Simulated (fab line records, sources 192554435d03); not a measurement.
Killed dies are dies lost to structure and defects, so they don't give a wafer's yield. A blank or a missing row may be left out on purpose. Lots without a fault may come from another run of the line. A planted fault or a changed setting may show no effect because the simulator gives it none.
fab line records | flow n5_finfet
record lots=24 wafers=72 last_day=18
route steps=1938 shown BEOL_M13@1713 BEOL_M14@1746
lots that met no fault: from a run of the same line without faults
start_h: hours from the record's first day to the start of the lot's first wafer shown | wait_h: hours since the lot's step before | " the same as in the row above | L1.1+2: a row that stands for several wafers | - no value, or no start given | * or withheld: withheld | < > ~ a bound
route shown NAME@n: a module of which the file shows steps, and the number in the route of the first | usual: mean/standard deviation of fault-free wafers | same: alike in all rows | chamber/n: place in a boat | sites: the reading at each site | _std_site: their standard deviation | _edge_site: outer sites' mean less inner sites' | radius_mm: how far each site lies from the wafer's centre | mask NAME#n: copy n | behind: the tool/chamber that last shaped the wafer | hold: why the lot was held/for how many hours/how that ended | device: the transistor (n, p or np) that didn't switch | end of line: the same wafers' tests at the end of the route | a step without rows: its recipe alone | killed: dies lost to structure and defects at the first sort, not the wafer's yield | map: a wafer's dies, x killed, . not, _ none there
set.NAME: the setting as run; set.NAME@STEP: as run at that earlier step | model.NAME: the simulator's own value behind a step, which no gauge read
steps of the route over a sample of lots; a table a step, a row a wafer
services: from which hour (start_h, from the record's first day; less than 0 if before it) a tool's chamber was out of use, for how many hours, and why
## steps
# step N5_BEOL_M13_DEP_53
# recipe material=SiCN target_thk_a=500 temp_c=withheld precursor=3MS/NH3 pressure_torr=3 rf_w=675 time_s=17.8
# usual showerhead_plenum_p_Torr=4.153/0.022 throttle_valve_pct=17.6/1.1
# columns lot.wafer tool chamber start_h wait_h showerhead_plenum_p_Torr throttle_valve_pct
L074.2 pecvd-03 0 246.41 0.0 4.125 18.0
L074.3 " 1 " " 4.180 19.5
L074.5 " 2 " " 4.157 16.5
L076.1 pecvd-02 1 249.57 0.0 4.147 18.8
L076.2 " 2 " " 4.219 17.3
L076.5 " 0 " " 4.162 18.7
L075.3 pecvd-01 1 249.89 0.0 4.172 17.7
L075.5 " 1 " " 4.171 17.9
L075.6 " 2 " " 4.155 17.7
L077.3 pecvd-03 2 256.79 0.0 4.138 16.0
L077.4 " 2 " " 4.137 16.0
L077.6 " 1 " " 4.188 19.3
L078.1 pecvd-03 2 263.32 0.0 4.137 15.9
L078.3 " 0 " " 4.137 18.2
L078.5 " 2 " " 4.142 16.1
L079.4 pecvd-02 0 263.39 0.0 4.156 18.9
L079.5 " 1 " " 4.148 18.9
L079.6 " 2 " " 4.207 17.1
L080.2 pecvd-03 2 277.99 0.0 4.144 16.2
L080.3 " 0 " " 4.119 18.2
L080.4 " 2 " " 4.143 15.8
L081.1 pecvd-03 0 278.53 0.0 4.124 18.0
L081.2 " 2 " " 4.147 15.8
L081.6 " 2 " " 4.156 16.0
L083.4 pecvd-01 1 285.67 0.0 4.166 17.9
L083.5 " 0 " " 4.170 17.2
L083.6 " 2 " " 4.147 18.1
L084.4 pecvd-02 1 293.14 0.0 4.155 19.2
L084.5 " 0 " " 4.159 19.0
L084.6 " 2 " " 4.200 17.5
L082.1 pecvd-01 1 296.61 0.0 4.186 17.9
L082.4 " 0 " " 4.164 17.4
L082.6 " 2 " " 4.135 17.9
L085.1 pecvd-03 0 302.63 0.0 4.130 18.2
L085.4 " 2 " " 4.143 16.2
L085.5 " 2 " " 4.151 15.7
L087.2 pecvd-03 2 315.32 0.0 4.144 15.9
L087.4 " 0 " " 4.136 17.8
L087.5 " 0 " " 4.142 18.3
L086.2 pecvd-02 1 315.57 0.0 4.157 19.0
L086.3 " 0 " " 4.159 19.2
L086.6 " 1 " " 4.163 19.0
L088.1 pecvd-01 0 339.31 0.0 4.160 17.5
L088.2 " 2 " " 4.158 17.9
L088.4 " 0 " " 4.170 17.6
L089.2 pecvd-03 0 339.61 0.0 4.128 18.0
L089.4 " 2 " " 4.149 15.8
L089.5 " 0 " " 4.124 18.2
L090.1 pecvd-02 0 339.75 0.0 4.165 18.9
L090.4 " 0 " " 4.157 18.8
L090.5 " 2 " " 4.211 17.4
L091.2 pecvd-01 0 352.98 0.0 4.173 17.5
L091.3 " 0 " " 4.164 17.8
L091.5 " 0 " " 4.156 17.6
L093.1 pecvd-03 0 356.46 0.0 4.130 18.1
L093.2 " 2 " " 4.137 16.1
L093.3 " 2 " " 4.143 16.5
L094.2 pecvd-03 0 356.74 0.0 4.127 18.2
L094.4 " 2 " " 4.156 16.2
L094.5 " 2 " " 4.147 16.4
L092.2 pecvd-02 0 363.21 0.0 4.154 19.2
L092.4 " 0 " " 4.159 18.8
L092.6 " 2 " " 4.211 17.0
L095.2 pecvd-03 0 368.61 0.0 4.135 18.0
L095.3 " 0 " " 4.135 18.3
L095.4 " 2 " " 4.152 16.0
L096.2 pecvd-03 2 383.23 0.0 4.144 16.3
L096.3 " 2 " " 4.148 16.0
L096.6 " 0 " " 4.134 18.0
L097.2 pecvd-03 2 395.69 0.0 4.139 16.3
L097.4 " 2 " " 4.139 16.1
L097.6 " 0 " " 4.126 18.2
# step N5_BEOL_M14_CD_MEAS_28
# recipe target_cd_nm=284.4 landing_energy_ev=500 detector=se_inlens
# usual cd_nm=284.7/2.1
# columns lot.wafer tool chamber start_h wait_h cd_nm
L074.2 cd_sem-01 0 248.09 - 285.4
L074.3 " 0 " " 282.3
L074.5 " 0 " " 286.2
L076.1 cd_sem-01 0 251.17 - 287.9
L076.2 " 0 " " 283.4
L076.5 " 0 " " 283.5
L075.3 cd_sem-03 0 251.61 - 288.6
L075.5 " 0 " " 286.7
L075.6 " 0 " " 282.7
L077.3 cd_sem-01 0 258.40 - 282.4
L077.4 " 0 " " 282.7
L077.6 " 0 " " 279.8
L078.1 cd_sem-03 0 265.10 - 284.4
L078.3 " 0 " " 286.5
L078.5 " 0 " " 283.1
L079.4 cd_sem-01 0 265.26 - 284.4
L079.5 " 0 " " 285.1
L079.6 " 0 " " 286.4
L080.2 cd_sem-03 0 279.69 - 282.2
L080.3 " 0 " " 284.7
L080.4 " 0 " " 284.2
L081.1 cd_sem-02 0 280.22 - 284.8
L081.2 " 0 " " 281.0
L081.6 " 0 " " 279.5
L083.4 cd_sem-03 0 287.30 - 285.5
L083.5 " 0 " " 284.9
L083.6 " 0 " " 286.5
L084.4 cd_sem-02 0 294.60 - 284.9
L084.5 " 0 " " 284.8
L084.6 " 0 " " 282.6
L082.1 cd_sem-01 0 298.08 - 283.3
L082.4 " 0 " " 284.0
L082.6 " 0 " " 283.6
L085.1 cd_sem-03 0 304.24 - 280.2
L085.4 " 0 " " 282.7
L085.5 " 0 " " 285.1
L087.2 cd_sem-01 0 316.94 - 283.7
L087.4 " 0 " " 283.5
L087.5 " 0 " " 283.5
L086.2 cd_sem-01 0 317.25 - 284.2
L086.3 " 0 " " 286.2
L086.6 " 0 " " 287.4
L088.1 cd_sem-03 0 341.37 - 286.1
L088.2 " 0 " " 287.9
L088.4 " 0 " " 286.6
L089.2 cd_sem-03 0 341.65 - 284.0
L089.4 " 0 " " 280.8
L089.5 " 0 " " 281.0
L090.1 cd_sem-03 0 341.71 - 286.3
L090.4 " 0 " " 282.5
L090.5 " 0 " " 284.5
L091.2 cd_sem-03 0 354.82 - 285.5
L091.3 " 0 " " 289.0
L091.5 " 0 " " 286.1
L093.1 cd_sem-01 0 358.12 - 286.9
L093.2 " 0 " " 288.1
L093.3 " 0 " " 285.3
L094.2 cd_sem-03 0 358.71 - 283.5
L094.4 " 0 " " 284.8
L094.5 " 0 " " 286.2
L092.2 cd_sem-02 0 364.85 - 285.4
L092.4 " 0 " " 283.3
L092.6 " 0 " " 286.2
L095.2 cd_sem-03 0 370.31 - 287.8
L095.3 " 0 " " 284.0
L095.4 " 0 " " 286.5
L096.2 cd_sem-02 0 384.93 - 284.2
L096.3 " 0 " " 283.1
L096.6 " 0 " " 282.7
L097.2 cd_sem-01 0 397.44 - 281.8
L097.4 " 0 " " 279.8
L097.6 " 0 " " 283.9
# step N5_BEOL_M14_ETCH_67
# recipe chemistry=CF4 target=SiARC target_depth_a=1430 time_s=238.3 ion_energy_ev=80 pressure_mtorr=40 source_w=545 bias_w=36 Ar_flow_sccm=100 cf4_flow_sccm=100 ends=cleared
# usual drypump_motor_current_A=5.6/0.47 etch_rf_on_time_s=234/9 oes_product_au=0.69/0.072 rf_vpp_V=184.1/1.4 showerhead_plenum_p_Torr=2.15/0.094 throttle_valve_pct=15.59/0.25
# columns lot.wafer tool chamber start_h wait_h drypump_motor_current_A etch_rf_on_time_s oes_product_au rf_hours_counter_h rf_vpp_V showerhead_plenum_p_Torr throttle_valve_pct
L074.2 rie_diel-03 2 248.63 0.0 5.2 229 0.67 147 182.8 2.06 15.61
L074.3 " 3 " " 5.3 231 0.61 230 183.2 2.12 15.86
L074.5 " 2 " " 5.2 231 0.67 - 182.2 2.06 15.60
L076.1 rie_diel-05 1 251.29 0.0 6.5 248 0.77 20 185.6 2.26 15.54
L076.2 " 3 " " 5.9 232 0.69 128 186.0 2.24 15.49
L076.5 " 1 " " 6.5 246 0.78 - 185.0 2.26 15.55
L075.3 rie_diel-03 2 252.38 0.0 5.2 232 0.67 148 183.3 2.06 15.61
L075.5 " 0 " " 5.5 220 0.74 - 184.8 2.26 15.35
L075.6 " 2 " " 5.2 230 0.67 - 183.6 2.06 15.63
L077.3 rie_diel-03 2 258.52 0.0 5.2 232 0.66 152 183.0 2.06 15.63
L077.4 " 1 " " 6.0 236 0.64 157 184.0 2.07 16.01
L077.6 " 1 " " 6.0 236 0.64 - 183.6 2.07 16.00
L078.1 rie_diel-03 1 265.32 0.0 6.0 234 0.63 161 183.6 2.07 16.00
L078.3 " 2 " " 5.2 230 0.66 154 184.6 2.06 15.63
L078.5 " 2 " " 5.3 231 0.66 - 182.9 2.06 15.63
L079.4 rie_diel-05 3 265.54 0.0 6.0 230 0.68 134 186.9 2.23 15.50
L079.5 " 0 " " 5.8 240 0.75 - 182.8 2.07 15.26
L079.6 " 1 " " 6.5 244 0.77 - 186.5 2.26 15.56
L080.2 rie_diel-03 0 279.81 0.0 5.5 222 0.73 76 187.6 2.26 15.37
L080.3 " 2 " " 5.2 231 0.66 161 182.4 2.05 15.64
L080.4 " 1 " " 6.1 234 0.63 167 183.9 2.07 16.02
L081.1 rie_diel-03 2 280.39 0.0 5.2 231 0.66 161 181.9 2.05 15.65
L081.2 " 1 " " 6.0 236 0.63 167 180.9 2.07 16.03
L081.6 " 3 " " 5.3 234 0.60 - 185.1 2.12 15.89
L083.4 rie_diel-04 0 287.59 0.1 5.5 227 0.77 - 185.4 2.15 15.13
L083.5 " 3 " " 5.3 226 0.79 - 187.2 2.26 15.31
L083.6 " 1 " " 4.9 258 0.57 - 182.3 2.04 15.96
L084.4 rie_diel-03 2 294.94 0.0 5.2 233 0.65 166 182.0 2.05 15.66
L084.5 " 2 " " 5.2 230 0.66 - 183.2 2.05 15.65
L084.6 " 3 " " 5.4 236 0.60 - 185.0 2.12 15.91
L082.1 rie_diel-04 1 298.21 0.0 4.9 258 0.56 236 183.6 2.04 15.96
L082.4 " 3 " " 5.3 225 0.78 - 186.3 2.26 15.31
L082.6 " 0 " " 5.5 225 0.77 - 184.6 2.15 15.14
L085.1 rie_diel-03 2 304.37 0.0 5.2 231 0.65 171 182.1 2.05 15.66
L085.4 " 1 " " 6.0 232 0.63 - 184.0 2.06 16.04
L085.5 " 2 " " 5.2 230 0.65 - 183.4 2.05 15.67
L087.2 rie_diel-03 2 317.06 0.0 5.2 234 0.64 177 182.2 2.05 15.69
L087.4 " 1 " " 6.0 232 0.62 - 182.2 2.06 16.06
L087.5 " 2 " " 5.2 235 0.64 - 182.1 2.05 15.67
L086.2 rie_diel-04 2 317.38 0.0 6.2 237 0.79 8 186.1 2.27 15.50
L086.3 " 3 " " 5.3 225 0.76 50 186.0 2.26 15.34
L086.6 " 2 " " 6.2 234 0.80 - 185.2 2.27 15.51
L088.1 rie_diel-05 1 341.49 0.0 6.4 247 0.73 48 185.8 2.25 15.60
L088.2 " 2 " " 6.2 241 0.59 236 183.1 2.03 15.61
L088.4 " 3 " " 5.9 234 0.66 158 184.8 2.23 15.54
L089.2 rie_diel-03 3 341.78 0.0 5.3 223 0.83 5 183.5 2.11 15.44
L089.4 " 0 " " 5.5 223 0.70 101 186.4 2.25 15.41
L089.5 " 2 " " 5.1 230 0.64 - 181.5 2.05 15.68
L090.1 rie_diel-05 0 342.07 0.0 5.8 246 0.72 68 182.0 2.06 15.34
L090.4 " 2 " " 6.3 238 0.60 237 183.2 2.03 15.61
L090.5 " 1 " " 6.5 247 0.74 - 184.3 2.25 15.60
L091.2 rie_diel-05 1 354.94 0.0 6.5 248 0.73 50 185.5 2.25 15.62
L091.3 " 2 " " 6.3 240 0.59 241 184.0 2.03 15.63
L091.5 " 1 " " 6.5 248 0.73 - 186.1 2.25 15.59
L093.1 rie_diel-04 3 358.30 0.0 5.3 222 0.75 68 185.7 2.25 15.37
L093.2 " 1 " " 4.9 244 0.81 3 185.3 2.29 15.55
L093.3 " 0 " " 5.5 223 0.75 77 182.6 2.14 15.16
L094.2 rie_diel-04 2 358.88 0.0 6.1 233 0.77 25 185.0 2.26 15.56
L094.4 " 0 " " 5.5 223 0.75 77 182.9 2.14 15.19
L094.5 " 1 " " 4.9 242 0.82 - 184.7 2.29 15.56
L092.2 rie_diel-04 1 365.01 0.0 4.9 244 0.80 5 186.3 2.29 15.53
L092.4 " 0 " " 5.5 222 0.75 79 185.2 2.14 15.19
L092.6 " 0 " " 5.5 222 0.75 - 183.9 2.14 15.17
L095.2 rie_diel-04 3 370.43 0.0 5.3 224 0.74 72 184.4 2.25 15.38
L095.3 " 2 " " 6.2 234 0.76 30 184.6 2.26 15.57
L095.4 " 1 " " 4.9 242 0.80 8 185.2 2.29 15.58
L096.2 rie_diel-03 2 385.38 0.0 5.2 233 0.62 203 183.9 2.04 15.74
L096.3 " 0 " " 5.5 226 0.69 117 185.1 2.24 15.43
L096.6 " 3 " " 5.4 226 0.79 - 182.0 2.11 15.46
L097.2 rie_diel-05 3 397.56 0.0 5.9 232 0.65 170 186.4 2.22 15.57
L097.4 " 3 " " 5.9 232 0.65 - 184.6 2.22 15.57
L097.6 " 1 " " 6.5 244 0.72 - 183.2 2.25 15.61
# step N5_BEOL_M14_STRIP_37
# recipe chemistry=O2 power_w=600 temp_c=60 pressure_mtorr=30 rf_frequency_hz=6e+07 bias_power_w=0 overash_fraction=0.3 o2_flow_sccm=225
# usual drypump_motor_current_A=5.6/0.45 oes_product_au=0.81/0.086 rf_vpp_V=3.6/0.9 showerhead_plenum_p_Torr=2.12/0.11 throttle_valve_pct=16.68/0.22
# same bias_power_w=0
# columns lot.wafer tool chamber start_h wait_h drypump_motor_current_A oes_product_au rf_hours_counter_h rf_vpp_V showerhead_plenum_p_Torr throttle_valve_pct
L074.2 rie_diel-03 3 252.18 3.0 5.4 0.68 231 5.0 2.06 16.81
L074.3 " 0 " " 5.5 0.85 68 3.8 2.26 16.58
L074.5 " 2 " " 5.2 0.78 - 3.9 1.98 16.51
L076.1 rie_diel-04 0 252.31 0.4 5.5 0.92 41 4.5 2.16 16.42
L076.2 " 3 " " 5.3 0.94 21 2.9 2.23 16.39
L076.5 " 1 " " 4.9 0.69 - 1.9 1.99 16.93
L075.3 rie_diel-03 3 253.22 0.3 5.3 0.70 232 1.6 2.06 16.77
L075.5 " 2 " " 5.2 0.77 - 5.2 1.98 16.54
L075.6 " 3 " " 5.3 0.69 - 3.6 2.06 16.79
L077.3 rie_diel-04 3 261.04 1.9 5.4 0.92 24 4.1 2.23 16.40
L077.4 " 2 " " 6.2 0.67 248 4.3 2.01 17.25
L077.6 " 0 " " 5.5 0.89 - 3.8 2.15 16.40
L078.1 rie_diel-04 3 268.96 3.1 5.3 0.91 27 4.0 2.23 16.44
L078.3 " 0 " " 5.5 0.90 46 4.2 2.15 16.42
L078.5 " 3 " " 5.3 0.93 - 2.5 2.23 16.41
L079.4 rie_diel-04 1 272.09 6.0 4.9 0.68 - 4.7 1.99 16.96
L079.5 " 0 " " 5.5 0.90 - 2.2 2.15 16.43
L079.6 " 3 " " 5.3 0.91 - 3.6 2.23 16.40
L080.2 rie_diel-03 3 280.94 0.6 5.4 0.69 245 3.9 2.06 16.83
L080.3 " 0 " " 5.5 0.84 77 2.8 2.25 16.61
L080.4 " 2 " " 5.2 0.76 161 5.4 1.97 16.55
L081.1 rie_diel-05 3 281.20 0.2 6.0 0.77 138 3.6 2.19 16.61
L081.2 " 1 " " 6.5 0.89 29 4.4 2.24 16.75
L081.6 " 3 " " 5.9 0.78 - 3.9 2.19 16.59
L083.4 rie_diel-04 3 294.36 6.3 5.3 0.89 - 3.3 2.22 16.42
L083.5 " 0 " " 5.5 0.89 - 3.1 2.15 16.45
L083.6 " 1 " " 4.9 0.67 - 4.0 1.99 16.96
L084.4 rie_diel-03 0 298.06 2.5 5.5 0.83 - 1.9 2.25 16.62
L084.5 " 2 " " 5.2 0.76 - 5.2 1.97 16.53
L084.6 " 1 " " 6.0 0.74 - 2.6 2.01 17.02
L082.1 rie_diel-05 3 298.82 0.0 5.9 0.78 144 4.0 2.19 16.58
L082.4 " 3 " " 6.0 0.79 - 3.1 2.19 16.61
L082.6 " 0 " " 5.8 0.85 - 4.7 2.06 16.64
L085.1 rie_diel-03 1 304.99 0.0 6.0 0.73 177 3.0 2.01 17.04
L085.4 " 1 " " 6.0 0.73 - 4.7 2.01 17.07
L085.5 " 0 " " 5.5 0.83 - 4.1 2.25 16.64
L087.2 rie_diel-04 1 320.21 2.6 4.9 0.66 246 2.3 1.98 16.99
L087.4 " 3 " " 5.3 0.88 - 3.8 2.22 16.49
L087.5 " 2 " " 6.2 0.94 - 3.6 2.27 16.80
L086.2 rie_diel-04 3 325.68 7.7 5.3 0.88 53 4.0 2.22 16.44
L086.3 " 2 " " 6.2 0.94 11 3.1 2.27 16.78
L086.6 " 0 " " 5.5 0.87 - 3.4 2.15 16.44
L088.1 rie_diel-05 0 346.18 4.1 5.8 0.85 70 2.9 2.06 16.64
L088.2 " 2 " " 6.3 0.70 238 3.5 1.98 16.62
L088.4 " 3 " " 5.9 0.76 - 4.0 2.19 16.63
L089.2 rie_diel-04 2 346.60 4.2 6.1 0.92 20 2.8 2.27 16.82
L089.4 " 0 " " 5.5 0.86 - 3.7 2.15 16.47
L089.5 " 3 " " 5.3 0.86 - 3.1 2.21 16.46
L090.1 rie_diel-03 1 346.64 4.0 6.0 0.73 194 3.3 2.00 17.10
L090.4 " 2 " " 5.2 0.75 189 3.9 1.97 16.60
L090.5 " 1 " " 6.0 0.70 - 2.4 2.00 17.09
L091.2 rie_diel-05 3 357.66 2.1 5.9 0.76 163 3.6 2.19 16.65
L091.3 " 1 " " 6.5 0.86 51 2.6 2.23 16.76
L091.5 " 1 " " 6.4 0.86 - 4.8 2.23 16.81
L093.1 rie_diel-03 2 360.71 1.8 5.2 0.74 194 3.6 1.96 16.62
L093.2 " 1 " " 6.0 0.72 199 3.2 2.00 17.10
L093.3 " 3 " " 5.3 0.91 11 4.4 2.05 16.43
L094.2 rie_diel-03 0 360.95 1.5 5.5 0.80 107 4.9 2.24 16.69
L094.4 " 2 " " 5.2 0.74 194 3.7 1.96 16.58
L094.5 " 2 " " 5.2 0.73 - 5.7 1.96 16.62
L092.2 rie_diel-04 2 366.42 0.8 6.2 0.90 28 3.6 2.26 16.87
L092.4 " 0 " " 5.5 0.85 80 3.8 2.14 16.47
L092.6 " 1 " " 4.9 0.97 - 3.1 2.24 16.63
L095.2 rie_diel-04 1 377.02 6.0 4.9 0.93 10 2.6 2.24 16.63
L095.3 " 3 " " 5.3 0.85 74 4.3 2.21 16.50
L095.4 " 2 " " 6.1 0.88 32 2.7 2.26 16.80
L096.2 rie_diel-04 1 387.91 1.9 4.9 0.91 15 3.2 2.24 16.58
L096.3 " 2 " " 6.2 0.88 38 4.1 2.26 16.89
L096.6 " 2 " " 6.1 0.86 - 4.5 2.26 16.84
L097.2 rie_diel-05 3 401.49 3.4 6.0 0.74 173 4.1 2.18 16.68
L097.4 " 3 " " 6.0 0.75 - 3.3 2.18 16.66
L097.6 " 1 " " 6.5 0.84 - 3.1 2.23 16.81
# step N5_BEOL_M14_PRE_CLEAN_42
# recipe gas=H2/He time_s=30 temp_c=300
# usual heater_power_w=497/54
# columns lot.wafer tool chamber start_h wait_h heater_power_w
L074.2 pvd_sputter-02 - 252.64 0.0 509
L074.3 " - " " 425
L074.5 " - " " 569
L076.1 pvd_sputter-02 - 253.00 0.0 505
L076.2 " - " " 494
L076.5 " - " " 551
L075.3 pvd_sputter-02 - 255.34 0.0 501
L075.5 " - " " 474
L075.6 " - " " 439
L077.3 pvd_sputter-02 - 261.60 0.0 574
L077.4 " - " " 493
L077.6 " - " " 477
L078.1 pvd_sputter-01 - 269.59 0.0 489
L078.3 " - " " 449
L078.5 " - " " 507
L079.4 pvd_sputter-01 - 272.71 0.0 489
L079.5 " - " " 517
L079.6 " - " " 467
L080.2 pvd_sputter-03 - 281.57 0.0 432
L080.3 " - " " 549
L080.4 " - " " 581
L081.1 pvd_sputter-02 - 282.03 0.0 563
L081.2 " - " " 501
L081.6 " - " " 573
L083.4 pvd_sputter-02 - 295.10 0.0 574
L083.5 " - " " 506
L083.6 " - " " 580
L084.4 pvd_sputter-02 - 298.58 0.0 571
L084.5 " - " " 503
L084.6 " - " " 572
L082.1 pvd_sputter-02 - 299.32 0.0 424
L082.4 " - " " 481
L082.6 " - " " 483
L085.1 pvd_sputter-03 - 305.30 0.0 576
L085.4 " - " " 437
L085.5 " - " " 588
L087.2 pvd_sputter-02 - 321.00 0.0 444
L087.4 " - " " 495
L087.5 " - " " 481
L086.2 pvd_sputter-02 - 326.27 0.0 434
L086.3 " - " " 483
L086.6 " - " " 567
L088.1 pvd_sputter-02 - 346.77 0.0 436
L088.2 " - " " 565
L088.4 " - " " 508
L089.2 pvd_sputter-03 - 347.05 0.0 489
L089.4 " - " " 560
L089.5 " - " " 554
L090.1 pvd_sputter-02 - 347.29 0.0 446
L090.4 " - " " 553
L090.5 " - " " 445
L091.2 pvd_sputter-02 - 358.09 0.0 480
L091.3 " - " " 575
L091.5 " - " " 486
L093.1 pvd_sputter-02 - 361.21 0.0 483
L093.2 " - " " 432
L093.3 " - " " 565
L094.2 pvd_sputter-01 - 361.57 0.0 487
L094.4 " - " " 447
L094.5 " - " " 469
L092.2 pvd_sputter-01 - 367.37 0.0 370
L092.4 " - " " 500
L092.6 " - " " 467
L095.2 pvd_sputter-02 - 377.58 0.0 477
L095.3 " - " " 576
L095.4 " - " " 443
L096.2 pvd_sputter-02 - 388.50 0.0 507
L096.3 " - " " 483
L096.6 " - " " 439
L097.2 pvd_sputter-02 - 402.54 0.0 572
L097.4 " - " " 464
L097.6 " - " " 558
# step N5_BEOL_M14_DEP_53
# recipe material=SiCN target_thk_a=500 temp_c=withheld precursor=3MS/NH3 pressure_torr=3 rf_w=675 time_s=17.8
# usual showerhead_plenum_p_Torr=4.17/0.032 throttle_valve_pct=17.9/1.5
# columns lot.wafer tool chamber start_h wait_h showerhead_plenum_p_Torr throttle_valve_pct
L074.2 pecvd-02 0 253.80 0.0 4.15 19.1
L074.3 " 1 " " 4.15 19.1
L074.5 " 0 " " 4.17 19.1
L076.1 pecvd-03 1 254.52 0.0 4.18 19.3
L076.2 " 2 " " 4.15 15.9
L076.5 " 0 " " 4.13 17.7
L075.3 pecvd-02 0 256.50 0.0 4.16 18.8
L075.5 " 0 " " 4.15 19.1
L075.6 " 2 " " 4.19 17.2
L077.3 pecvd-02 2 263.08 0.0 4.21 17.4
L077.4 " 1 " " 4.16 18.8
L077.6 " 2 " " 4.21 17.2
L078.1 pecvd-04 1 271.09 0.0 4.24 16.3
L078.3 " 0 " " 4.18 21.3
L078.5 " 2 " " 4.16 16.8
L079.4 pecvd-02 2 273.90 0.0 4.22 17.5
L079.5 " 2 " " 4.20 17.2
L079.6 " 1 " " 4.16 19.0
L080.2 pecvd-03 2 282.74 0.0 4.14 16.0
L080.3 " 0 " " 4.13 18.0
L080.4 " 2 " " 4.14 15.9
L081.1 pecvd-04 1 283.73 0.0 4.24 16.1
L081.2 " 0 " " 4.17 21.5
L081.6 " 1 " " 4.25 15.9
L083.4 pecvd-02 2 296.54 0.0 4.20 17.3
L083.5 " 1 " " 4.14 18.9
L083.6 " 0 " " 4.16 19.0
L084.4 pecvd-02 2 299.85 0.0 4.20 17.2
L084.5 " 0 " " 4.16 19.1
L084.6 " 1 " " 4.15 19.0
L082.1 pecvd-02 0 300.68 0.0 4.15 19.4
L082.4 " 2 " " 4.21 17.1
L082.6 " 1 " " 4.16 19.2
L085.1 pecvd-04 0 307.26 0.0 4.17 21.4
L085.4 " 2 " " 4.16 16.7
L085.5 " 0 " " 4.18 21.1
L087.2 pecvd-03 0 322.18 0.0 4.13 18.0
L087.4 " 2 " " 4.14 16.1
L087.5 " 0 " " 4.13 18.2
L086.2 pecvd-04 1 327.43 0.0 4.24 16.1
L086.3 " 0 " " 4.17 21.3
L086.6 " 0 " " 4.17 21.4
L088.1 pecvd-02 1 347.93 0.0 4.16 19.1
L088.2 " 2 " " 4.20 17.5
L088.4 " 2 " " 4.20 17.2
L089.2 pecvd-03 2 348.30 0.0 4.16 16.0
L089.4 " 0 " " 4.13 18.2
L089.5 " 0 " " 4.14 18.1
L090.1 pecvd-03 2 348.50 0.0 4.14 16.1
L090.4 " 0 " " 4.13 18.1
L090.5 " 2 " " 4.14 16.5
L091.2 pecvd-03 0 359.27 0.0 4.14 18.2
L091.3 " 2 " " 4.14 16.2
L091.5 " 2 " " 4.13 15.9
L093.1 pecvd-04 1 362.68 0.0 4.24 16.1
L093.2 " 2 " " 4.17 16.7
L093.3 " 0 " " 4.16 21.3
L094.2 pecvd-02 2 363.30 0.0 4.21 17.3
L094.4 " 1 " " 4.14 18.9
L094.5 " 2 " " 4.20 17.5
L092.2 pecvd-04 0 368.90 0.0 4.17 21.4
L092.4 " 2 " " 4.17 16.9
L092.6 " 1 " " 4.23 16.4
L095.2 pecvd-02 2 379.63 0.0 4.21 17.6
L095.3 " 0 " " 4.16 19.3
L095.4 " 0 " " 4.17 19.0
L096.2 pecvd-03 2 389.68 0.0 4.14 16.2
L096.3 " 2 " " 4.14 16.2
L096.6 " 0 " " 4.13 18.5
L097.2 pecvd-03 0 403.80 0.0 4.14 17.9
L097.4 " 0 " " 4.12 18.2
L097.6 " 0 " " 4.13 18.3
## services
# columns tool chamber start_h hours kind
rie_diel-05 3 236.18 4.1 repair
pecvd-02 - 241.03 1.7 repair
rie_diel-03 1 247.14 7.8 repair
pecvd-03 1 260.96 144.4 repair
pecvd-02 0 265.03 22.1 repair
pecvd-02 - 265.85 0.7 repair
pecvd-04 - 280.33 0.9 repair
pecvd-02 - 285.58 0.6 repair
rie_diel-05 2 293.13 6.3 repair
rie_diel-03 3 297.06 - clean
rie_diel-03 3 297.06 - consumable_replace:focus_ring
rie_diel-03 3 297.06 31.2 scheduled_down
rie_diel-03 3 297.06 31.2 vent_cycle
rie_diel-04 0 302.16 21.8 repair
pecvd-03 0 318.92 2.1 scheduled_down
rie_diel-04 - 322.52 0.7 repair
rie_diel-03 1 367.32 6.9 repair
rie_diel-03 3 370.16 1.6 repair
pvd_sputter-01 - 371.96 1.0 repair
rie_diel-03 - 374.74 2.8 pm
rie_diel-05 - 375.48 14.6 pm
rie_diel-05 3 395.01 2.4 repair
pecvd-03 2 396.97 5.5 scheduled_down
pecvd-03 - 400.77 0.2 repair
## key
fault none
